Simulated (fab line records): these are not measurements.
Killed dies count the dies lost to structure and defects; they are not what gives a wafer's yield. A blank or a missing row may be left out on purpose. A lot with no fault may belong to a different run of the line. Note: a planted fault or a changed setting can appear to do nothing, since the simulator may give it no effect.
What tool caused it?	flow nandHarc	Sampling: 24 lots, 72 wafers, 6 of 1302 route steps

== WHAT EACH GAUGE READ, for each wafer ==
NHARC_A_M1_INSPECT_27. Usual: 553 for rawDefectCount, sd 120.
lot	measured	on	rawDefectCount	flag
L075	day 23 00:10	defectInspect-01	473 487 474	
L076	day 23 11:37	defectInspect-01	583 613 528	
L074	day 23 13:05	defectInspect-02	544 622 810	
L078	day 24 03:47	defectInspect-01	553 552 421	
L077	day 24 05:16	defectInspect-01	443 355 398	
L079	day 25 02:04	defectInspect-02	604 595 529	
L080	day 25 04:30	defectInspect-02	608 595 424	
L082	day 26 02:34	defectInspect-01	730 718 636	
L081	day 26 09:18	defectInspect-02	550 401 518	
L083	day 26 12:26	defectInspect-01	641 583 505	
L084	day 27 14:10	defectInspect-01	704 596 543	
L085	day 27 16:44	defectInspect-02	387 416 430	
L086	day 28 04:35	defectInspect-01	555 460 482	
L087	day 28 08:44	defectInspect-02	720 780 446	
L089	day 28 17:18	defectInspect-01	436 422 403	
L088	day 28 23:15	defectInspect-02	533 694 836	
L091	day 30 07:32	defectInspect-01	523 508 466	
L090	day 30 12:25	defectInspect-01	415 497 400	
L092	day 30 13:11	defectInspect-01	481 514 569	
L093	day 30 20:34	defectInspect-01	703 676 593	
L094	day 31 09:44	defectInspect-02	645 700 579	
L096	day 32 03:04	defectInspect-02	531 475 495	
L095	day 32 04:14	defectInspect-01	476 536 594	
L097	day 32 21:26	defectInspect-02	620 541 448	

NHARC_THIN_TSV_THK_MEAS_02: measures by ir. Usual: 3059 nm for thkNm, sd 190.
lot	measured	on	thkNm (nm)	flag
L075	day 23 15:29	filmMetro-02	2754 2949 2475	
L076	day 24 04:16	filmMetro-01	3247 3409 3228	
L074	day 24 05:29	filmMetro-01	2761 2820 2685	
L078	day 24 19:32	filmMetro-02	3094 3148 3211	
L077	day 24 20:43	filmMetro-01	3084 3130 3124	
L079	day 25 17:48	filmMetro-01	2772 3205 2855	
L080	day 25 19:00	filmMetro-01	2974 2665 2797	
L082	day 26 18:22	filmMetro-01	3330 3035 3490	
L081	day 27 03:33	filmMetro-02	2886 2613 2786	
L083	day 27 04:46	filmMetro-02	3112 3329 3107	
L084	day 28 07:37	filmMetro-02	3142 3074 2838	
L085	day 28 08:49	filmMetro-02	3398 3175 3093	
L086	day 28 23:32	filmMetro-01	3096 2902 2957	
L087	day 29 00:44	filmMetro-01	3035 3298 3109	
L089	day 29 12:25	filmMetro-02	3252 3045 2852	
L088	day 29 13:36	filmMetro-01	3399 2978 3451	
L091	day 31 01:31	filmMetro-02	3187 2928 2994	
L090	day 31 02:42	filmMetro-01	3032 3171 3081	
L092	day 31 05:13	filmMetro-01	3312 3228 3206	
L093	day 31 12:41	filmMetro-02	3218 3353 3221	
L094	day 32 01:37	filmMetro-02	3032 3063 3174	
L096	day 32 18:56	filmMetro-02	2828 3132 3013	
L095	day 32 20:08	filmMetro-01	2982 3208 2983	
L097	day 33 13:17	filmMetro-01	3256 3059 3071	

== WHICH TOOL RAN EACH LOT (tool, then ch and the chambers of the sampled wafers, then the start) ==
lot	NHARC_A_BLC_PVD_32	NHARC_A_M1_DESCUM_14	NHARC_A_M1_ETCH_15	NHARC_A_BONDPAD_CMP_19
L075	pvdSputter-01, day 22 21:36 or earlier	rieDiel-03 ch 0,1,3, day 22 21:36	rieDiel-03 ch 0,3, day 23 00:10 or earlier	cmp-03 ch 1,2,3, day 23 04:12
L076	pvdSputter-01, day 23 09:03 or earlier	rieDiel-03 ch 0,1,3, day 23 09:03	rieDiel-03 ch 0,1, day 23 11:37 or earlier	cmp-02 ch 1,2,3, day 23 15:44
L074	pvdSputter-01, day 23 10:31 or earlier	rieDiel-03 ch 0,2, day 23 10:31	rieDiel-03 ch 0,1, day 23 13:05 or earlier	cmp-02 ch 1,2,3, day 23 17:11
L078	pvdSputter-03, day 24 01:14 or earlier	rieDiel-10 ch 0,2,3, day 24 01:14	rieDiel-10 ch 1,2,3, day 24 03:47 or earlier	cmp-03 ch 1,2,3, day 24 07:52
L077	pvdSputter-02, day 24 02:41 or earlier	rieDiel-10 ch 0,1, day 24 02:41	rieDiel-10 ch 0,1,2, day 24 05:16 or earlier	cmp-01 ch 1,2, day 24 09:36
L079	pvdSputter-03, day 24 23:31 or earlier	rieDiel-12 ch 0,1, day 24 23:31	rieDiel-12 ch 0,1,3, day 25 02:04 or earlier	cmp-01 ch 1,2, day 25 06:16
L080	pvdSputter-03, day 25 01:56 or earlier	rieDiel-12 ch 0,3, day 25 01:56	rieDiel-12 ch 1,2, day 25 04:30 or earlier	cmp-03 ch 0,1,3, day 25 08:43
L082	pvdSputter-01, day 25 23:58 or earlier	rieDiel-03 ch 0,2,3, day 25 23:58	rieDiel-03 ch 0,2,3, day 26 02:34 or earlier	cmp-03 ch 0,2, day 26 06:36
L081	pvdSputter-02, day 26 06:45 or earlier	rieDiel-03 ch 0,1,3, day 26 06:45	rieDiel-03 ch 0,3, day 26 09:18 or earlier	cmp-01 ch 0,2,3, day 26 13:23
L083	pvdSputter-02, day 26 09:49 or earlier	rieDiel-10 ch 0,2,3, day 26 09:49	rieDiel-10 ch 0,2,3, day 26 12:26 or earlier	cmp-02 ch 0,2,3, day 26 16:31
L084	pvdSputter-01, day 27 11:31 or earlier	rieDiel-12 ch 2,3, day 27 11:31	rieDiel-12 ch 1,2,3, day 27 14:10 or earlier	cmp-01 ch 0,1, day 27 18:15
L085	pvdSputter-01, day 27 14:07 or earlier	rieDiel-12 ch 2,3, day 27 14:07	rieDiel-12 ch 1,2,3, day 27 16:44 or earlier	cmp-02 ch 0,1,3, day 27 21:02
L086	pvdSputter-03, day 28 01:57 or earlier	rieDiel-03 ch 0,1,3, day 28 01:57	rieDiel-03 ch 1,2,3, day 28 04:35 or earlier	cmp-01 ch 0,1,2, day 28 09:08
L087	pvdSputter-03, day 28 06:11 or earlier	rieDiel-03 ch 0,3, day 28 06:11	rieDiel-03 ch 0,1, day 28 08:44 or earlier	cmp-01 ch 0,1,2, day 28 12:58
L089	pvdSputter-01, day 28 14:43 or earlier	rieDiel-03 ch 0,2, day 28 14:43	rieDiel-03 ch 0,2,3, day 28 17:18 or earlier	cmp-03 ch 1,3, day 28 21:41
L088	pvdSputter-02, day 28 20:41 or earlier	rieDiel-12 ch 0,2,3, day 28 20:41	rieDiel-12 ch 1,2,3, day 28 23:15 or earlier	cmp-01 ch 0,1,3, day 29 03:17
L091	pvdSputter-03, day 30 04:58 or earlier	rieDiel-03 ch 0,3, day 30 04:58	rieDiel-03 ch 0,3, day 30 07:32 or earlier	cmp-01 ch 0,1,3, day 30 12:50
L090	pvdSputter-01, day 30 06:44 or earlier	rieDiel-10 ch 0,2,3, day 30 06:44	rieDiel-10 ch 0,2,3, day 30 12:25 or earlier	cmp-03 ch 0,2,3, day 30 16:37
L092	pvdSputter-03, day 30 09:01 or earlier	rieDiel-12 ch 0,1,2, day 30 09:01	rieDiel-12 ch 1,2,3, day 30 13:11 or earlier	cmp-01 ch 0,1,2, day 30 17:31
L093	pvdSputter-02, day 30 17:59 or earlier	rieDiel-03 ch 1,2, day 30 17:59	rieDiel-03 ch 1,2, day 30 20:34 or earlier	cmp-01 ch 0,1,3, day 31 00:55
L094	pvdSputter-02, day 31 07:10 or earlier	rieDiel-12 ch 1,2, day 31 07:10	rieDiel-12 ch 1,3, day 31 09:44 or earlier	cmp-03 ch 0,1,3, day 31 13:55
L096	pvdSputter-02, day 32 00:21 or earlier	rieDiel-12 ch 2,3, day 32 00:21	rieDiel-12 ch 1,2, day 32 03:04 or earlier	cmp-01 ch 0,1, day 32 07:13
L095	pvdSputter-01, day 32 01:14 or earlier	rieDiel-03 ch 0,2,3, day 32 01:14	rieDiel-03 ch 0,2,3, day 32 04:14 or earlier	cmp-02 ch 0,1,2, day 32 08:17
L097	pvdSputter-01, day 32 18:49 or earlier	rieDiel-10 ch 0,2, day 32 18:49	rieDiel-10 ch 0,1, day 32 21:26 or earlier	cmp-03 ch 1,3, day 33 01:35
- NHARC_A_BLC_PVD_32: deposits Ti, target thk 5 nm, time 17.7 s.
- NHARC_A_M1_DESCUM_14: chemistry O2, time 3 s.
- NHARC_A_M1_ETCH_15: etches the open film in C4F8/Ar, target depth 182.5 nm, time 91.2 s.
- NHARC_A_BONDPAD_CMP_19: polishes, t overpolish 30 s, cu recess touch 16 s, target thk 169.82 nm.

== WHAT THE TOOLS THEMSELVES READ (means of the sampled wafers that have a number; where no wafer has one, the mark that the record gives instead) ==
NHARC_A_BLC_PVD_32. Usual: cathodeDcPowerW 5000.2 W, standard deviation 0.9; throttleValvePct 29.7 %, standard deviation 1.3.
lot	tool	cathodeDcPowerW (W)	throttleValvePct (%)	flag
L075	pvdSputter-01	5000.7	29.7	
L076	pvdSputter-01	4999.7	29.0	
L074	pvdSputter-01	4999.9	29.1	
L078	pvdSputter-03	5000.4	29.3	
L077	pvdSputter-02	5000.2	28.8	
L079	pvdSputter-03	5000.2	31.7	
L080	pvdSputter-03	4999.7	30.1	
L082	pvdSputter-01	5000.4	28.8	
L081	pvdSputter-02	5001.1	29.0	
L083	pvdSputter-02	4999.5	28.8	
L084	pvdSputter-01	5000.2	28.8	
L085	pvdSputter-01	5000.8	28.8	
L086	pvdSputter-03	5000.4	30.6	
L087	pvdSputter-03	5000.5	31.0	
L089	pvdSputter-01	5000.7	30.3	
L088	pvdSputter-02	4999.6	29.3	
L091	pvdSputter-03	4999.8	31.2	
L090	pvdSputter-01	5000.5	29.1	
L092	pvdSputter-03	5000.4	30.3	
L093	pvdSputter-02	5000.4	30.0	
L094	pvdSputter-02	5000.4	29.9	
L096	pvdSputter-02	5000.3	29.3	
L095	pvdSputter-01	5000.0	29.2	
L097	pvdSputter-01	5000.2	29.3	

NHARC_A_M1_DESCUM_14. Usual: drypumpMotorCurrentA 5.8 A, standard deviation 0.47; oesProductAu 1.001 a.u., standard deviation 0.011; rfVppV 57.8 V, standard deviation 0.91; showerheadPlenumPTorr 1.91 Torr, standard deviation 0.07; throttleValvePct 11.312 %, standard deviation 0.0092.
lot	tool	drypumpMotorCurrentA (A)	oesProductAu (a.u.)	rfVppV (V)	showerheadPlenumPTorr (Torr)	throttleValvePct (%)	flag
L075	rieDiel-03	5.7	0.992	57.5	1.93	11.313	
L076	rieDiel-03	5.6	0.996	57.6	1.93	11.313	
L074	rieDiel-03	5.6	1.000	58.6	1.96	11.305	
L078	rieDiel-10	6.4	0.997	58.1	1.93	11.315	
L077	rieDiel-10	6.2	1.000	57.9	1.96	11.314	
L079	rieDiel-12	6.2	1.003	57.5	1.83	11.310	
L080	rieDiel-12	6.2	1.007	57.9	1.90	11.306	
L082	rieDiel-03	5.7	0.999	57.4	1.93	11.317	
L081	rieDiel-03	5.6	1.000	57.5	1.93	11.304	
L083	rieDiel-10	6.4	1.002	57.7	1.93	11.309	
L084	rieDiel-12	5.5	1.001	57.5	1.99	11.309	
L085	rieDiel-12	5.6	0.997	58.2	1.98	11.318	
L086	rieDiel-03	5.6	0.994	58.6	1.93	11.315	
L087	rieDiel-03	5.7	1.003	58.2	1.99	11.315	
L089	rieDiel-03	5.6	1.001	57.7	1.96	11.313	
L088	rieDiel-12	5.9	1.012	57.0	1.94	11.305	
L091	rieDiel-03	5.6	0.998	57.8	1.96	11.310	
L090	rieDiel-10	6.4	1.002	58.1	1.93	11.319	
L092	rieDiel-12	5.8	0.997	57.3	1.87	11.315	
L093	rieDiel-03	5.5	1.007	58.4	1.85	11.307	
L094	rieDiel-12	5.6	1.004	58.3	1.91	11.312	
L096	rieDiel-12	5.5	1.005	59.0	1.99	11.312	
L095	rieDiel-03	5.6	1.015	58.1	1.93	11.314	
L097	rieDiel-10	6.6	1.002	57.6	1.91	11.309	

NHARC_A_M1_ETCH_15. Usual: oesProductAu 0.953 a.u., standard deviation 0.023; rfVppV 440.8 V, standard deviation 2.3.
lot	tool	oesProductAu (a.u.)	rfVppV (V)	flag
L075	rieDiel-03	0.945	442.8	
L076	rieDiel-03	0.967	441.2	
L074	rieDiel-03	0.959	442.3	
L078	rieDiel-10	0.949	440.0	
L077	rieDiel-10	0.928	440.9	
L079	rieDiel-12	0.922	439.8	
L080	rieDiel-12	0.920	439.3	
L082	rieDiel-03	0.951	441.2	
L081	rieDiel-03	0.919	442.3	
L083	rieDiel-10	0.978	440.4	
L084	rieDiel-12	0.965	440.4	
L085	rieDiel-12	0.967	441.0	
L086	rieDiel-03	0.979	440.2	
L087	rieDiel-03	0.971	440.8	
L089	rieDiel-03	0.976	441.8	
L088	rieDiel-12	0.978	441.1	
L091	rieDiel-03	0.945	443.4	
L090	rieDiel-10	0.930	440.5	
L092	rieDiel-12	0.929	441.3	
L093	rieDiel-03	0.932	439.0	
L094	rieDiel-12	0.971	439.8	
L096	rieDiel-12	0.961	439.5	
L095	rieDiel-03	0.967	441.0	
L097	rieDiel-10	0.927	442.3	

NHARC_A_BONDPAD_CMP_19. Usual: motorCurrentA 11.7 A, standard deviation 0.78; overpolishRunS 30.001 s, standard deviation 0.0089; retainingRingPressureFrac 1.000, standard deviation 0.0046.
lot	tool	motorCurrentA (A)	overpolishRunS (s)	retainingRingPressureFrac	flag
L075	cmp-03	11.7	29.997	1.001	
L076	cmp-02	12.2	30.002	1.001	
L074	cmp-02	12.3	30.004	0.997	
L078	cmp-03	11.9	29.999	0.997	
L077	cmp-01	10.6	29.996	0.999	
L079	cmp-01	10.9	30.010	1.002	
L080	cmp-03	11.7	30.002	0.995	
L082	cmp-03	11.5	30.006	0.997	
L081	cmp-01	11.8	30.005	0.998	
L083	cmp-02	12.0	29.992	0.999	
L084	cmp-01	12.2	30.004	1.001	
L085	cmp-02	12.3	30.001	1.000	
L086	cmp-01	11.2	29.994	0.998	
L087	cmp-01	11.0	29.999	1.000	
L089	cmp-03	12.1	29.994	0.997	
L088	cmp-01	11.8	30.000	1.002	
L091	cmp-01	11.7	29.999	1.000	
L090	cmp-03	11.9	30.005	0.997	
L092	cmp-01	11.6	30.007	0.999	
L093	cmp-01	12.0	30.012	1.003	
L094	cmp-03	12.0	30.003	1.000	
L096	cmp-01	11.3	30.000	1.005	
L095	cmp-02	11.7	29.998	1.000	
L097	cmp-03	12.2	30.001	0.999	

== THE ANSWER, worked out from the rows above alone ==
Rule: lot off if the mean of its wafers having a number is beyond 3 standard deviations from the usual mean. A lot without any number at a reading at which 4 lots or more have one is off too. All remaining lots with rows at the step are treated as sound. The gauges are gone through in route order, then the tools' own readings, and for those a lot's mean is taken as printed above. The first step at which some lot is off is used, and at that step the reading that is off furthest; a lot without a number counts as furthest.
No lot is off on any of the readings shown, so nothing can be concluded from this.

== WHAT THE SIMULATOR HAD PUT IN ==
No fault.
